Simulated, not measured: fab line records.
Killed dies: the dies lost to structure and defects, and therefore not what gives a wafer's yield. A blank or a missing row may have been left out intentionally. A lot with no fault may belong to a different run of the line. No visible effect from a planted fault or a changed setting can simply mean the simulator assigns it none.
A struck lot beside a sound one | flow n5-finfet | 19 out of 1938 route steps
Sound: wafers L824.2, L824.4, L824.6. Struck: wafer L829.3 (left out: L829.2, L829.6 of the same lot, which were not struck); the cause appears at the end.
At each step with rows: each side's tool, then ch and its chambers, then its first start. Under that, the readings that differ: sound wafers | struck wafers | difference of the means | sigmas: that difference in standard deviations of wafers without a fault.
alike: readings whose means differ by less than 2 such deviations, and words and numbers that are the same on both sides. not compared: withheld readings, readings that some wafer has no value for, bounds like >300 that may hide the same value, and numbers for which the record gives no deviation and whose values overlap.
The two part at a step that has a row with sigmas, a row that says differs or no value, or rows on one side only. Numbers that don't overlap but have no deviation are shown without sigmas and don't part them. A reading missing from all wafers of one side parts the sides only when that side holds two or more wafers.

first, 9 steps without rows for these wafers: N5_BEOL_M2_COAT_67 (time 60 s, resist thk 60 nm); N5_BEOL_M2_COAT_68 (time 60 s, resist thk 12 nm); N5_BEOL_M2_COAT_76 (time 60 s, resist thk 5 nm); N5_BEOL_M2_COAT_22 (resist thk 30 nm); N5_BEOL_M2_EBR_24; N5_BEOL_M2_SOFTBAKE_23 (time 60 s); N5_BEOL_M2_EXPOSE_25 (exposes mask V1, defocus 5 nm); N5_BEOL_M2_PEB_26 (peb time 60 s); N5_BEOL_M2_DEVELOP_27 (develop time 30 s).
N5_BEOL_M2_CD_MEAS_28: target cd 26.2 nm, target cd y 24.1 nm.
  sound on cd-sem-03 ch 0, day 8 22:56; struck on cd-sem-01 ch 0, day 10 02:47
  alike: cd-nm
N5_BEOL_M2_OVL_MEAS_29:
  sound on overlay-01 ch 0, day 8 22:58; struck on overlay-01 ch 0, day 10 02:49
  alike: V1_OVL
N5_BEOL_M2_INSPECT_30: inspects for defects (brightfield).
  sound on defect-inspect-01 at day 8 23:01; struck on defect-inspect-01 at day 10 02:52
  alike: raw-defect-count
N5_BEOL_M2_DESCUM_33: chemistry O2, time 7 s.
  sound on rie-diel-01 ch 2,3, day 8 23:13; struck on rie-diel-01 ch 2, day 10 02:56
  reading                                      | sound          | struck | difference | sigmas
  oes-product-au (a.u.)                        | 0.84 0.68 0.84 | 0.99   | +0.20      | +3
  showerhead-plenum-p-Torr (Torr)              | 2.13 1.96 2.13 | 2.22   | +0.15      | +3
  model.CAR-EUV_of_BEOL_M2_COAT_22.thk-nm (nm) | 26 26 26       | 24.2   | -1.8       |
  alike: drypump-motor-current-A, rf-fwd-power-W, rf-vpp-V, throttle-valve-pct
  not compared: rf-hours-counter-h
N5_BEOL_M2_ETCH_77: etches underlayer in N2/H2, target depth 6.5 nm, time 5.2 s.
  sound on rie-diel-01 ch 2,3, day 8 23:15; struck on rie-diel-01 ch 2, day 10 02:58
  reading                         | sound             | struck | difference | sigmas
  oes-product-au (a.u.)           | 0.70 0.56 0.71    | 0.82   | +0.16      | +2
  rf-vpp-V (V)                    | 524.4 519.7 525.2 | 529.3  | +6.2       | +3
  showerhead-plenum-p-Torr (Torr) | 2.57 2.40 2.57    | 2.72   | +0.21      | +3
  alike: drypump-motor-current-A, etch-rf-on-time-s, rf-fwd-power-W, throttle-valve-pct
  not compared: rf-hours-counter-h
N5_BEOL_M2_ETCH_69: etches SiARC in CF4, target depth 15.6 nm, time 26 s.
  sound on rie-diel-01 ch 2,3, day 8 23:16; struck on rie-diel-01 ch 2, day 10 02:59
  reading                         | sound             | struck | difference | sigmas
  oes-product-au (a.u.)           | 0.71 0.57 0.71    | 0.83   | +0.17      | +2
  rf-vpp-V (V)                    | 184.0 182.9 183.3 | 186.1  | +2.7       | +2
  showerhead-plenum-p-Torr (Torr) | 2.15 2.04 2.15    | 2.30   | +0.19      | +3
  alike: drypump-motor-current-A, etch-rf-on-time-s, rf-fwd-power-W, throttle-valve-pct
  not compared: rf-hours-counter-h
N5_BEOL_M2_ALD_98: deposits SiO2, target thk 2.5 nm, pulse time 1 s, co reactant pulse time 1 s.
  sound on ald-sin-01 ch 0,1,2, day 8 23:21; struck on ald-sin-01 ch 1, day 10 03:04
  alike: heater-power-outer-w, heater-power-w, precursor-pulse-height-rel
N5_BEOL_M2_ETCHBACK_99: etches SiO2 in CHF3, target depth 5 nm, time 10.4 s.
  sound on rie-diel-04 ch 0,1,3, day 9 02:01; struck on rie-diel-04 ch 1, day 10 07:28
  reading                                      | sound          | struck | difference | sigmas
  model.CAR-EUV_of_BEOL_M2_COAT_22.thk-nm (nm) | 10.4 10.2 10.4 | 8.6    | -1.7       |
  alike: drypump-motor-current-A, oes-product-au, rf-fwd-power-W, rf-vpp-V, showerhead-plenum-p-Torr, throttle-valve-pct
  not compared: rf-hours-counter-h
N5_BEOL_M2_ETCH_70: etches SOC in N2/H2, target depth 80 nm, overetch 24 nm, time 130 s.
  sound on rie-diel-04 ch 0,1,3, day 9 02:02; struck on rie-diel-04 ch 1, day 10 07:30
  alike: drypump-motor-current-A, oes-product-au, rf-fwd-power-W, rf-vpp-V, showerhead-plenum-p-Torr, throttle-valve-pct
  not compared: rf-hours-counter-h
N5_BEOL_M4_RC_MEAS_101:
  sound on prober-01 ch 0, day 10 03:56; struck on prober-02 ch 0, day 11 13:49
  alike: DIBL_N, DIBL_P, IOFF_N, IOFF_P, ION_N, ION_P, SS_N, SS_P, VT_N, VT_P

WHERE THEY PART
Last at N5_BEOL_M2_ETCH_69 as far as this record goes, first at N5_BEOL_M2_DESCUM_33. Later steps at which nothing parts them and some readings are alike: N5_BEOL_M2_ALD_98, N5_BEOL_M2_ETCHBACK_99, N5_BEOL_M2_ETCH_70, N5_BEOL_M4_RC_MEAS_101.

WHY: the cause the simulator had injected
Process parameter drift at N5_BEOL_M2_DESCUM_33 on rie-diel-01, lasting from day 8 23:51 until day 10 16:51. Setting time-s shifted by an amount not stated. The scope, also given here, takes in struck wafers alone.
